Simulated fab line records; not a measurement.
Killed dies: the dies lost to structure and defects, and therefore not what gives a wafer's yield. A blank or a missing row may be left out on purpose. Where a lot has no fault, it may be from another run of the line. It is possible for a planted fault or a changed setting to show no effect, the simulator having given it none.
Split-lot trial	flow n5-finfet	21 wafers read from 7 lots, route of 1938 steps

## SPLIT DETAILS
At N5_BEOL_M14_ILD_DEP_00 (deposits SiO2 from TEOS/O2, target thk 1119.3 nm, time 237.4 s), the setting time-s was moved away from the recipe's 237.4 s on 6 of the 21 wafers read, by -11.3% to +13.5%. All remaining wafers had this setting at the recipe value.

No step appears in the file between the split and the reading.

## THE READING
M14_ILD_THK at N5_BEOL_M14_THK_MEAS_01, in nm. A value of 1121 nm with a standard deviation of 15 nm is what fault-free wafers of this fab line usually give.

wafer	tool, chamber at the split	time-s as run, s	against the recipe	M14_ILD_THK, nm	against lot-mates on the recipe
L078.4	pecvd-01, 2	263	+10.8%	1253	+97
L078.5	pecvd-01, 1	237.4	recipe	1152	-
L078.6	pecvd-01, 0	237.4	recipe	1160	-
L082.1	pecvd-01, 2	237.4	recipe	1085	-
L082.3	pecvd-01, 0	269.5	+13.5%	1248	+148
L082.4	pecvd-01, 0	237.4	recipe	1116	-
L083.1	pecvd-01, 0	237.4	recipe	1126	-
L083.4	pecvd-01, 2	237.4	recipe	1120	-
L083.5	pecvd-01, 1	237.4	recipe	1141	-
L086.2	pecvd-01, 2,1	237.4	recipe	1123	-
L086.5	pecvd-01, 2,1	237.4	recipe	1123	-
L086.6	pecvd-01, 0	237.4	recipe	1112	-
L091.4	pecvd-01, 2	237.4	recipe	1131	-
L091.5	pecvd-01, 0	210.6	-11.3%	1001	-134
L091.6	pecvd-01, 2	237.4	recipe	1138	-
L095.2	pecvd-03, 2	264	+11.2%	1221	+110
L095.3	pecvd-03, 1	264	+11.2%	1227	+116
L095.6	pecvd-03, 1	237.4	recipe	1111	-
L097.1	pecvd-01, 0	237.4	recipe	1107	-
L097.2	pecvd-01, 1	249.7	+5.2%	1168	+46
L097.6	pecvd-01, 1	237.4	recipe	1136	-
When a row names more than one chamber, that row covers several wafers, and the file does not tell which wafer ran in which chamber.

THE FIT
A straight line over all 21 wafers: M14_ILD_THK changes by +9.84 nm for each +1% of time-s; r = +0.95; the points scatter about the line by 18 nm.
The same after taking each lot's own level away (the mean of its wafers on the recipe; 21 wafers): +10.5 nm for each +1%; r = +0.99; scatter 9.8 nm.
Per that fit: largest time-s move, reading shift of 1.4e+02 nm.
Across the lots, their own levels run from 1100.5 to 1156.0 nm, a range of 3.7 times the standard deviation given above.
Consequently the slope shifts little with the lot-to-lot level, the two slopes agreeing.
Check: for one of the wafers moved furthest among these (+13.5%), held out of the fit, the line's prediction against its lot-mates is +137 nm. Against them it came out at +148 nm.

## ADDITIONAL SPLITS CARRIED BY THESE WAFERS
Before the reading, these wafers also passed through other splits. Each is held against what the fit with the lots' levels taken away leaves over:
other split on the same wafers	wafers away from the commonest value	r with M14_ILD_THK (lot level and that fit taken away)
N5_BEOL_M7_ALD_77 ald-cycles	10	+0.27
N5_BEOL_M13_CMP_49 down-force-psi	7	+0.25

## THE WHOLE CHAIN: every reading that the file lists as answering this split, in the file's order
step	what it does	reading	change (the file's fit)	r (the file's)
N5_BEOL_M14_ILD_DEP_00	deposits SiO2 from TEOS/O2, target thk 1119.3 nm, time 237.4 s	SiO2_of_BEOL_M14_ILD_DEP_00.thk-nm (the simulator's own value, which no gauge read)	+10.5 nm for each +1% of the setting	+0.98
N5_BEOL_M14_THK_MEAS_01		M14_ILD_THK	+10.5 for each +1% of the setting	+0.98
N5_BEOL_M14_VIA_ETCH_16	etches SiO2 in C4F8/O2/Ar, target depth 1231.3 nm	etch.depth-nm (the simulator's own value, which no gauge read)	+10.5 nm for each +1% of the setting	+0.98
N5_BEOL_M14_VIA_ETCH_16	etches SiO2 in C4F8/O2/Ar, target depth 1231.3 nm	coat_of_BEOL_M14_COAT_04.thk-nm (the simulator's own value, which no gauge read)	-2.27 nm for each +1% of the setting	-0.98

## THE FILE'S OWN FIT
M14_ILD_THK changes by +10.5 nm for each +1% of time-s, r = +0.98.
